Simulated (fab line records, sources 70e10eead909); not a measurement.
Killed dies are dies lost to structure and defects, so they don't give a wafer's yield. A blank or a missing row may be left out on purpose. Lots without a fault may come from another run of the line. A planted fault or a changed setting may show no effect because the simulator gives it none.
fab line records | flow nand_harc
record lots=6 wafers=18 last_day=33
route steps=1302 shown A_M1@1175 END@1302
lots that met no fault: from a run of the same line without faults
start_h: hours from the record's first day to the start of the lot's first wafer shown | wait_h: hours since the lot's step before | " the same as in the row above | L1.1+2: a row that stands for several wafers | - no value, or no start given | * or withheld: withheld | < > ~ a bound
route shown NAME@n: a module of which the file shows steps, and the number in the route of the first | usual: mean/standard deviation of fault-free wafers | same: alike in all rows | chamber/n: place in a boat | sites: the reading at each site | _std_site: their standard deviation | _edge_site: outer sites' mean less inner sites' | radius_mm: how far each site lies from the wafer's centre | mask NAME#n: copy n | behind: the tool/chamber that last shaped the wafer | hold: why the lot was held/for how many hours/how that ended | device: the transistor (n, p or np) that didn't switch | end of line: the same wafers' tests at the end of the route | a step without rows: its recipe alone | killed: dies lost to structure and defects at the first sort, not the wafer's yield | map: a wafer's dies, x killed, . not, _ none there
set.NAME: the setting as run; set.NAME@STEP: as run at that earlier step | model.NAME: the simulator's own value behind a step, which no gauge read
lots at some steps of the route; a table a step, a row a wafer
services: from which hour (start_h, from the record's first day; less than 0 if before it) a tool's chamber was out of use, for how many hours, and why
## steps
# step NHARC_A_M1_EBR_05
# step NHARC_A_M1_EXPOSE_06
# recipe na=1.35 target_cd_nm=120 dose_mj=75.13 mask_id=A_M1
# step NHARC_A_M1_PEB_07
# recipe peb_temp_c=100 peb_time_s=65
# step NHARC_A_M1_DEVELOP_08
# recipe develop_time_s=35 dev_temp_c=23
# step NHARC_A_M1_CD_MEAS_09
# recipe target_cd_nm=120 landing_energy_ev=500
# usual cd_nm=119.9/0.68
# columns lot.wafer tool chamber start_h wait_h cd_nm
L181.2 cd_sem-01 0 600.90 - 119.9
L181.3 " 0 " " 119.2
L181.5 " 0 " " 119.6
L180.1 cd_sem-01 0 605.54 - 119.4
L180.4 " 0 " " 119.4
L180.5 " 0 " " 118.7
L183.1 cd_sem-01 0 617.76 - 118.6
L183.3 " 0 " " 120.3
L183.4 " 0 " " 119.9
L194.1 cd_sem-03 0 729.86 - 120.7
L194.5 " 0 " " 120.9
L194.6 " 0 " " 120.3
L195.2 cd_sem-01 0 738.55 - 121.2
L195.3 " 0 " " 120.4
L195.5 " 0 " " 120.5
L197.1 cd_sem-02 0 763.70 - 120.1
L197.3 " 0 " " 120.3
L197.5 " 0 " " 120.9
# step NHARC_A_M1_OVL_MEAS_10
# recipe pitch_nm=240
# usual overlay_x_nm=-0.2/0.79 overlay_y_nm=0.2/0.81
# columns lot.wafer tool chamber start_h wait_h overlay_x_nm overlay_y_nm
L181.2 overlay-02 - 600.99 - -1.7 0.2
L181.3 " - " " -1.5 0.1
L181.5 " - " " -1.4 0.2
L180.1 overlay-01 - 605.63 - 0.6 -0.9
L180.4 " - " " 1.3 -1.3
L180.5 " - " " 0.4 -0.9
L183.1 overlay-02 - 617.85 - -0.3 0.1
L183.3 " - " " 0.0 0.2
L183.4 " - " " -0.2 -0.3
L194.1 overlay-02 - 729.96 - -0.2 -0.3
L194.5 " - " " -0.8 -0.4
L194.6 " - " " -0.7 0.0
L195.2 overlay-01 - 738.64 - -0.7 -0.3
L195.3 " - " " -0.6 -0.7
L195.5 " - " " -0.4 -0.6
L197.1 overlay-02 - 763.79 - 0.9 0.3
L197.3 " - " " 0.2 0.8
L197.5 " - " " 0.9 0.5
# step NHARC_A_M1_INSPECT_11
# usual raw_defect_count=81/37
# columns lot.wafer tool chamber start_h wait_h raw_defect_count
L181.2 defect_inspect-02 - 601.02 0.0 69
L181.3 " - " " 82
L181.5 " - " " 83
L180.1 defect_inspect-02 - 605.66 0.0 62
L180.4 " - " " 70
L180.5 " - " " 68
L183.1 defect_inspect-02 - 617.88 0.0 31
L183.3 " - " " 38
L183.4 " - " " 53
L194.1 defect_inspect-02 - 729.99 0.0 125
L194.5 " - " " 126
L194.6 " - " " 146
L195.2 defect_inspect-01 - 738.67 0.0 73
L195.3 " - " " 64
L195.5 " - " " 62
L197.1 defect_inspect-02 - 763.82 0.0 38
L197.3 " - " " 31
L197.5 " - " " 34
# step NHARC_A_M1_DESCUM_14
# recipe time_s=3 o2_flow_sccm=200 ar_flow_sccm=0 bias_power_w=0 chemistry=O2
# usual drypump_motor_current_A=5.6/0.51 oes_product_au=1.003/0.012 rf_vpp_V=57.9/0.9 showerhead_plenum_p_Torr=1.92/0.083 throttle_valve_pct=11.310/0.01
# columns lot.wafer tool chamber start_h wait_h drypump_motor_current_A oes_product_au rf_hours_counter_h rf_vpp_V showerhead_plenum_p_Torr throttle_valve_pct
L181.2 rie_diel-01 3 601.09 0.1 5.3 1.005 1.2 58.8 1.82 11.302
L181.3 " 1 " " 5.4 0.990 0.9 59.3 2.06 11.305
L181.5 " 2 " " 6.3 1.010 - 57.8 2.00 11.307
L180.1 rie_diel-10 0 605.74 0.1 5.8 0.998 0 59.3 1.87 11.307
L180.4 " 3 " " 5.1 1.020 - 57.1 1.94 11.299
L180.5 " 0 " " 5.8 1.002 - 58.3 1.87 11.296
L183.1 rie_diel-01 3 617.94 0.1 5.3 0.996 2.1 56.6 1.82 11.312
L183.4 " 0 " " 5.1 0.997 2.0 57.6 1.89 11.329
L183.3 " 2 " " 6.3 1.006 1.9 58.4 2.00 11.299
L194.1 rie_diel-10 2 730.08 0.1 4.9 0.998 6.6 56.8 2.02 11.322
L194.6 " 3 " " 5.1 1.014 - 58.8 1.94 11.317
L194.5 " 0 " " 5.8 1.008 - 55.8 1.87 11.311
L195.3 rie_diel-10 0 738.74 0.1 5.8 1.000 7.2 57.5 1.87 11.300
L195.2 " 1 " " 5.9 0.999 5.0 58.5 1.90 11.307
L195.5 " 0 " " 5.8 1.004 - 57.6 1.87 11.332
L197.3 rie_diel-01 2 763.88 0.1 6.3 1.005 0.7 57.8 2.00 11.309
L197.1 " 1 " " 5.4 0.990 0.8 59.8 2.05 11.310
L197.5 " 2 " " 6.3 1.005 - 57.8 2.00 11.320
# step NHARC_A_M1_ETCH_35
# recipe target_depth_a=400 overetch_a=120 time_s=43.94 ion_energy_ev=200 n2_flow_sccm=150 h2_flow_sccm=150 ar_flow_sccm=0 rf_w=400 bias_w=150 chemistry=N2/H2
# usual bias_w=150.0/0.48 drypump_motor_current_A=5.6/0.51 n2_flow_sccm=150.1/0.45 oes_product_au=1.005/0.012 rf_vpp_V=430.8/2.6 showerhead_plenum_p_Torr=2.05/0.091 throttle_valve_pct=14.170/0.0098
# columns lot.wafer tool chamber start_h wait_h bias_w drypump_motor_current_A n2_flow_sccm oes_product_au rf_hours_counter_h rf_vpp_V showerhead_plenum_p_Torr throttle_valve_pct
L181.2 rie_diel-01 2 601.17 0.1 150.3 6.3 149.4 1.000 0.9 433.8 2.14 14.147
L181.3 " 3 " " 150.3 5.3 149.8 0.999 1.2 426.3 1.94 14.178
L181.5 " 2 " " 151.0 6.3 149.0 1.009 - 434.3 2.14 14.182
L180.1 rie_diel-10 2 605.84 0.1 150.0 4.9 149.5 1.013 0.0 431.7 2.16 14.170
L180.4 " 3 " " 149.9 5.1 150.0 1.015 - 430.6 2.07 14.181
L180.5 " 2 " " 149.9 4.9 150.5 1.021 - 433.5 2.16 14.176
L183.3 rie_diel-01 2 618.03 0.1 149.5 6.2 149.7 1.027 1.9 433.0 2.14 14.177
L183.1 " 0 " " 150.4 5.1 149.7 0.990 2.0 429.8 2.02 14.171
L183.4 " 1 " " 149.7 5.4 150.0 0.997 1.8 433.4 2.20 14.163
L194.1 rie_diel-10 3 730.16 0.1 149.9 5.1 149.8 1.001 6.4 431.5 2.07 14.163
L194.5 " 0 " " 150.5 5.8 150.2 1.003 - 428.1 1.99 14.166
L194.6 " 1 " " 150.3 6.0 150.7 0.999 - 430.2 2.02 14.176
L195.2 rie_diel-10 3 738.82 0.1 149.7 5.1 150.5 1.003 6.7 431.5 2.07 14.157
L195.3 " 0 " " 149.7 5.8 149.5 1.006 7.3 429.3 1.99 14.165
L195.5 " 3 " " 149.8 5.1 150.2 1.006 - 432.1 2.07 14.152
L197.1 rie_diel-01 2 763.97 0.1 150.8 6.2 150.5 1.006 0.7 433.7 2.14 14.173
L197.3 " 3 " " 149.1 5.3 149.9 0.997 0.5 428.0 1.94 14.171
L197.5 " 2 " " 150.1 6.3 150.1 1.014 - 433.5 2.14 14.176
# step NHARC_A_M1_ETCH_15
# recipe target_depth_a=1825 time_s=91.2 c4f8_flow_sccm=withheld ar_flow_sccm=400 rf_w=600 bias_w=300 chemistry=C4F8/Ar
# usual bias_w=300.2/0.9 oes_product_au=0.956/0.022 rf_vpp_V=441.2/2.6
# columns lot.wafer tool chamber start_h wait_h bias_w oes_product_au rf_hours_counter_h rf_vpp_V
L181.2 rie_diel-01 3 - - 301.7 0.952 1.2 437.7
L181.3 " 0 " " 300.4 0.966 1.3 440.3
L181.5 " 3 " " 300.4 0.944 - 437.5
L180.1 rie_diel-10 0 - - 300.4 0.953 0.0 438.2
L180.5 " 3 " " 299.6 0.975 - 441.8
L180.4 " 2 " " 300.0 0.968 - 445.4
L183.4 rie_diel-01 2 - - 300.4 0.930 1.9 445.0
L183.1 " 3 " " 301.2 0.914 2.2 438.7
L183.3 " 0 " " 300.8 0.913 2.1 441.1
L194.1 rie_diel-10 0 - - 301.0 0.953 7.0 439.0
L194.5 " 0 " " 300.7 0.947 - 439.1
L194.6 " 1 " " 300.3 0.957 - 439.7
L195.3 rie_diel-10 3 - - 300.7 0.978 6.7 442.2
L195.2 " 2 " " 300.7 0.985 6.9 442.6
L195.5 " 3 " " 300.6 0.962 - 442.2
L197.3 rie_diel-01 2 - - 300.5 0.970 0.7 442.2
L197.1 " 0 " " 299.6 0.990 0.6 440.1
L197.5 " 1 " " 299.0 0.972 - 446.3
# step NHARC_A_M1_CD_MEAS_16
# usual cd_nm=119.7/0.93
# columns lot.wafer tool chamber start_h wait_h cd_nm
L181.2 cd_sem-02 - 601.39 - 119.3
L181.3 " - " " 119.4
L181.5 " - " " 120.9
L180.1 cd_sem-01 - 606.07 - 119.9
L180.4 " - " " 118.9
L180.5 " - " " 118.9
L183.1 cd_sem-01 - 618.25 - 118.2
L183.3 " - " " 119.9
L183.4 " - " " 120.2
L194.1 cd_sem-02 - 730.36 - 121.7
L194.5 " - " " 120.9
L194.6 " - " " 119.7
L195.2 cd_sem-01 - 739.05 - 121.5
L195.3 " - " " 120.2
L195.5 " - " " 120.2
L197.1 cd_sem-02 - 764.19 - 120.2
L197.3 " - " " 121.6
L197.5 " - " " 120.9
# step NHARC_A_M1_STRIP_18
# recipe power_w=1000 n2_flow_sccm=150 h2_flow_sccm=150 ar_flow_sccm=0 bias_w=0 chemistry=N2/H2
# usual drypump_motor_current_A=5.5/0.49 n2_flow_sccm=150.0/0.41 oes_product_au=1.006/0.013 rf_vpp_V=90.6/1 showerhead_plenum_p_Torr=2.04/0.084 throttle_valve_pct=14.172/0.0086
# same bias_w=0
# columns lot.wafer tool chamber start_h wait_h drypump_motor_current_A n2_flow_sccm oes_product_au rf_hours_counter_h rf_vpp_V showerhead_plenum_p_Torr throttle_valve_pct
L181.2 rie_diel-05 1 601.46 0.1 5.3 150.2 0.994 0.3 90.1 1.99 14.168
L181.3 " 3 " " 6.1 149.8 1.017 0.2 89.5 1.90 14.180
L181.5 " 2 " " 5.2 149.8 1.004 - 89.7 2.03 14.168
L180.4 rie_diel-05 3 606.15 0.1 6.1 149.5 1.026 0.4 89.0 1.90 14.173
L180.1 " 0 " " 6.4 150.8 1.003 0.4 92.0 2.14 14.176
L180.5 " 0 " " 6.5 150.6 1.020 - 91.3 2.14 14.166
L183.3 rie_diel-05 3 618.32 0.1 6.1 149.8 1.028 0.6 89.3 1.90 14.180
L183.4 " 0 " " 6.5 150.1 1.003 0.6 92.6 2.14 14.171
L183.1 " 1 " " 5.2 150.0 1.006 0.6 89.0 1.99 14.169
L194.1 rie_diel-10 0 730.46 0.1 5.8 149.5 1.001 7.1 89.4 1.99 14.193
L194.6 " 3 " " 5.1 149.6 1.010 - 89.4 2.07 14.172
L194.5 " 0 " " 5.8 149.4 1.003 - 90.5 1.99 14.172
L195.2 rie_diel-10 0 739.15 0.1 5.8 149.8 1.009 7.3 90.0 1.99 14.167
L195.3 " 1 " " 5.9 149.9 1.004 5.0 90.2 2.02 14.171
L195.5 " 0 " " 5.8 150.0 1.006 - 89.1 1.99 14.177
L197.1 rie_diel-10 3 764.26 0.1 5.1 149.9 1.014 8.0 91.3 2.06 14.171
L197.3 " 1 " " 6.0 149.6 0.997 6.3 91.8 2.02 14.178
L197.5 " 0 " " 5.8 149.9 1.009 - 91.1 1.99 14.188
# step NHARC_A_M1_ETCH_28
# recipe target_depth_a=300 over_etch_frac=0.3 time_s=72.99 ion_energy_ev=150 cf4_flow_sccm=50 n2_flow_sccm=100 ar_flow_sccm=150 rf_w=300 bias_w=100 chemistry=CF4/N2
# usual bias_w=99.95/0.3 drypump_motor_current_A=5.5/0.52 n2_flow_sccm=100.0/0.31 oes_product_au=1.005/0.011 rf_vpp_V=314.3/1.9 showerhead_plenum_p_Torr=2.64/0.1 throttle_valve_pct=19.793/0.0097
# columns lot.wafer tool chamber start_h wait_h bias_w drypump_motor_current_A n2_flow_sccm oes_product_au rf_hours_counter_h rf_vpp_V showerhead_plenum_p_Torr throttle_valve_pct
L181.2 rie_diel-05 2 601.70 - 99.73 5.1 99.8 1.016 0.2 313.7 2.62 19.780
L181.3 " 0 " " 100.10 6.5 100.1 1.007 0.3 315.4 2.75 19.773
L181.5 " 2 " " 99.45 5.1 99.9 1.022 - 315.0 2.62 19.791
L180.1 rie_diel-05 3 606.39 - 99.65 6.0 99.6 0.844 0.4 312.2 2.46 19.781
L180.4 " 1 " " 100.02 5.3 100.1 0.827 0.5 313.4 2.56 19.790
L180.5 " 3 " " 99.59 6.1 100.2 1.026 - 310.1 2.46 19.806
L183.1 rie_diel-05 0 618.57 - 99.73 6.5 100.0 0.827 0.7 316.3 2.75 19.802
L183.3 " 1 " " 99.72 5.3 100.2 1.015 0.6 314.0 2.56 19.792
L183.4 " 3 " " 99.92 6.1 100.0 0.839 0.6 312.5 2.46 19.787
L194.1 rie_diel-10 0 730.69 - 100.31 5.8 100.3 1.000 7.1 313.6 2.56 19.797
L194.6 " 2 " " 99.83 4.9 99.8 0.994 - 315.4 2.76 19.782
L194.5 " 3 " " 99.80 5.1 100.3 1.006 - 315.6 2.66 19.789
L195.2 rie_diel-10 3 739.36 - 99.77 5.1 100.3 1.000 6.8 315.2 2.66 19.795
L195.3 " 1 " " 99.45 5.9 100.4 1.005 5.0 311.9 2.60 19.787
L195.5 " 0 " " 99.67 5.8 99.6 1.009 - 313.8 2.57 19.778
L197.3 rie_diel-10 1 764.51 - 100.02 5.9 99.7 0.998 6.3 313.0 2.60 19.784
L197.1 " 2 " " 100.46 5.0 100.0 1.010 7.2 315.7 2.76 19.794
L197.5 " 0 " " 99.54 5.8 100.6 1.013 - 312.1 2.56 19.784
# step NHARC_A_M1_STRIP_19
# recipe time_s=600 temp_c=30 chemistry=post_etch_residue_remover
# step NHARC_END_SORT_01
# recipe temp_c=25
# usual defect_limited_yield=91.0/2.8 killed_at_array=56/18 killed_at_other=1.4/1.5 killed_at_periphery=4/3.1 killed_dies=61/19 killed_open=3.5/1.8 killed_short=2.4/1.4
# same gross_dies=677
# columns lot.wafer tool chamber start_h wait_h defect_limited_yield[%] killed_at_array killed_at_other killed_at_periphery killed_dies killed_open killed_short
L181.2 prober-02 0 636.53 2.8 90.7 62 0 1 63 8 3
L181.3 prober-02 0 637.32 3.1 91.1 55 0 5 60 2 3
L181.5 prober-02 0 638.91 3.7 90.1 63 0 4 67 7 2
L180.1 prober-02 0 643.51 2.5 90.4 56 0 9 65 4 5
L180.4 prober-02 0 645.90 3.4 88.5 74 0 4 78 2 3
L180.5 prober-02 0 646.70 3.7 90.4 57 1 7 65 3 1
L183.1 prober-01 0 654.73 2.5 92.0 42 3 9 54 4 2
L183.4 prober-01 0 657.12 3.4 89.5 58 1 12 71 5 3
L195.2 prober-02 0 771.46 2.8 91.0 55 2 4 61 3 1
L195.3 prober-02 0 772.26 3.1 92.5 46 2 3 51 5 1
L195.5 prober-02 0 773.86 3.7 92.5 44 2 5 51 5 3
L197.1 prober-02 0 798.67 2.5 93.4 37 1 7 45 9 2
L197.3 prober-02 0 800.28 3.1 96.0 25 0 2 27 0 2
L197.5 prober-02 0 801.89 3.7 94.5 34 1 2 37 5 1
# killed by level:class
L181.2 A_SLIT:chamber_film_flake=22 A_CHANNEL_HOLE_D2:chamber_film_flake=6 A_CHANNEL_FILL_D2:chamber_film_flake=5 A_CONTACT:chamber_film_flake=5 A_CHANNEL_HOLE_D1:chamber_film_flake=4 A_ONON_D2:geometric_particle:open=3 A_STAIRCASE:chamber_film_flake=3 A_M1:chamber_film_flake=3
L181.3 A_SLIT:chamber_film_flake=30 A_CONTACT:chamber_film_flake=7 P_ZERO_WELL:chamber_film_flake=5 A_CHANNEL_HOLE_D2:chamber_film_flake=5 A_WL_FILL:geometric_particle:open=2 A_CHANNEL_HOLE_D1:chamber_film_flake=2 A_STAIRCASE:chamber_film_flake=2 A_SGD_CUT:chamber_film_flake=2
L181.5 A_SLIT:chamber_film_flake=29 A_CHANNEL_HOLE_D2:chamber_film_flake=10 A_CONTACT:chamber_film_flake=6 A_SGD_CUT:chamber_film_flake=3 A_CHANNEL_FILL_D2:geometric_particle:short=2 A_CHANNEL_HOLE_D1:chamber_film_flake=2 A_CHANNEL_FILL_D2:chamber_film_flake=2 A_WL_FILL:chamber_film_flake=2
L180.1 A_CHANNEL_HOLE_D2:chamber_film_flake=28 A_CHANNEL_HOLE_D1:chamber_film_flake=5 A_M1:area_etch=5 A_CONTACT:chamber_film_flake=4 P_M2:chamber_film_flake=3 A_STAIRCASE:chamber_film_flake=3 P_M2:geometric_particle:open=2 P_STI:chamber_film_flake=2
L180.4 A_CHANNEL_HOLE_D2:chamber_film_flake=32 A_M1:area_etch=17 A_STAIRCASE:chamber_film_flake=6 A_CHANNEL_HOLE_D1:chamber_film_flake=4 A_M1:chamber_film_flake=4 A_CONTACT:chamber_film_flake=3 A_ZERO_WELL:chamber_film_flake=2 P_GATE:geometric_particle:short=1
L180.5 A_CHANNEL_HOLE_D2:chamber_film_flake=32 A_CONTACT:chamber_film_flake=5 P_STI:chamber_film_flake=4 A_CHANNEL_HOLE_D1:chamber_film_flake=3 A_DECK1_JOINT:chamber_film_flake=3 A_STAIRCASE:chamber_film_flake=3 P_ZERO_WELL:chamber_film_flake=2 A_ZERO_WELL:chamber_film_flake=2
L183.1 A_CHANNEL_HOLE_D2:chamber_film_flake=15 A_M1:area_etch=11 A_STAIRCASE:chamber_film_flake=9 P_CONTACT:chamber_film_flake=6 THIN_TSV:chamber_film_flake=3 P_CONTACT:geometric_particle:open=2 A_CONTACT:chamber_film_flake=2 A_SOURCE_PLATE:geometric_particle:short=1
L183.4 A_STAIRCASE:chamber_film_flake=19 A_CHANNEL_HOLE_D2:chamber_film_flake=13 A_M1:area_etch=11 P_CONTACT:chamber_film_flake=5 A_CHANNEL_HOLE_D1:chamber_film_flake=5 P_GATE:chamber_film_flake=2 A_CONTACT:chamber_film_flake=2 P_GATE:geometric_particle:open=1
L195.2 A_SLIT:chamber_film_flake=37 A_CHANNEL_HOLE_D2:chamber_film_flake=8 P_STI:chamber_film_flake=2 A_CHANNEL_HOLE_D1:unspecified=2 A_CONTACT:chamber_film_flake=2 THIN_TSV:chamber_film_flake=2 P_M0:geometric_particle:open=1 A_CHANNEL_FILL_D1:geometric_particle:open=1
L195.3 A_SLIT:chamber_film_flake=29 A_CHANNEL_HOLE_D1:unspecified=4 A_CHANNEL_HOLE_D2:chamber_film_flake=3 A_BLC:geometric_particle:open=2 A_CONTACT:chamber_film_flake=2 THIN_TSV:chamber_film_flake=2 P_M0:geometric_particle:open=1 A_SGD_CUT:geometric_particle:open=1
L195.5 A_SLIT:chamber_film_flake=26 A_CHANNEL_HOLE_D2:chamber_film_flake=7 A_CONTACT:chamber_film_flake=4 P_CONTACT:geometric_particle:open=2 A_STAIRCASE:chamber_film_flake=2 THIN_TSV:chamber_film_flake=2 P_CONTACT:geometric_particle:short=1 P_M0:geometric_particle:open=1
L197.1 A_CONTACT:chamber_film_flake=10 A_SLIT:chamber_film_flake=7 A_STAIRCASE:chamber_film_flake=6 P_ZERO_WELL:chamber_film_flake=4 A_ONON_D2:geometric_particle:open=2 A_CHANNEL_HOLE_D1:chamber_film_flake=2 A_DECK1_JOINT:chamber_film_flake=2 P_CONTACT:geometric_particle:open=1
L197.3 A_SLIT:chamber_film_flake=9 A_CONTACT:chamber_film_flake=7 P_STI:chamber_film_flake=2 A_CHANNEL_HOLE_D1:chamber_film_flake=2 A_CHANNEL_FILL_D2:chamber_film_flake=2 A_ONON_D1:geometric_particle:short=1 A_CHANNEL_FILL_D2:geometric_particle:short=1 A_CHANNEL_HOLE_D2:chamber_film_flake=1
L197.5 A_CONTACT:chamber_film_flake=12 A_SLIT:chamber_film_flake=8 A_CHANNEL_HOLE_D2:chamber_film_flake=4 A_STAIRCASE:chamber_film_flake=2 A_M1:chamber_film_flake=2 P_CONTACT:geometric_particle:open=1 P_M1:geometric_particle:short=1 A_CHANNEL_FILL_D1:geometric_particle:open=1
## services
# columns tool chamber start_h hours kind
rie_diel-05 - 583.62 9.0 pm
rie_diel-10 - 596.50 9.0 pm
rie_diel-10 0 596.50 9.0 vent_cycle
rie_diel-10 1 596.50 34.9 vent_cycle
rie_diel-10 2 596.50 9.0 vent_cycle
rie_diel-10 3 596.50 9.0 vent_cycle
rie_diel-10 0 605.50 - clean
rie_diel-10 2 605.50 - clean
rie_diel-10 3 605.50 - clean
rie_diel-10 0 630.00 - clean
rie_diel-10 2 630.00 - clean
rie_diel-10 3 630.00 - clean
rie_diel-05 3 648.17 4.1 repair
rie_diel-10 0 654.50 - clean
rie_diel-10 1 654.50 - clean
rie_diel-01 1 657.98 3.2 repair
rie_diel-01 3 660.25 2.9 repair
rie_diel-01 1 663.52 6.5 repair
rie_diel-10 3 688.56 3.1 repair
rie_diel-01 0 701.14 4.6 repair
rie_diel-01 3 701.27 9.8 repair
rie_diel-01 - 734.80 9.0 pm
rie_diel-10 2 744.95 5.4 repair
rie_diel-05 - 760.62 9.0 pm
## key
first_sign step=NHARC_A_M1_ETCH_28 reading=oes_product_au direction=down sigmas=15 usual=1.005 struck=0.834
effect none on later readings
met_at NHARC_A_M1_ETCH_28
struck_wafers L180.1,L180.4,L183.1,L183.4
onset_between 601.70 606.39
fault kind=process_parameter_drift tool=rie_diel-05 chamber=- onset_h=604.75 steps=NHARC_A_M1_ETCH_28 channel=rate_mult offset=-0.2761 shape=step end_h=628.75 scope=struck_wafers_only
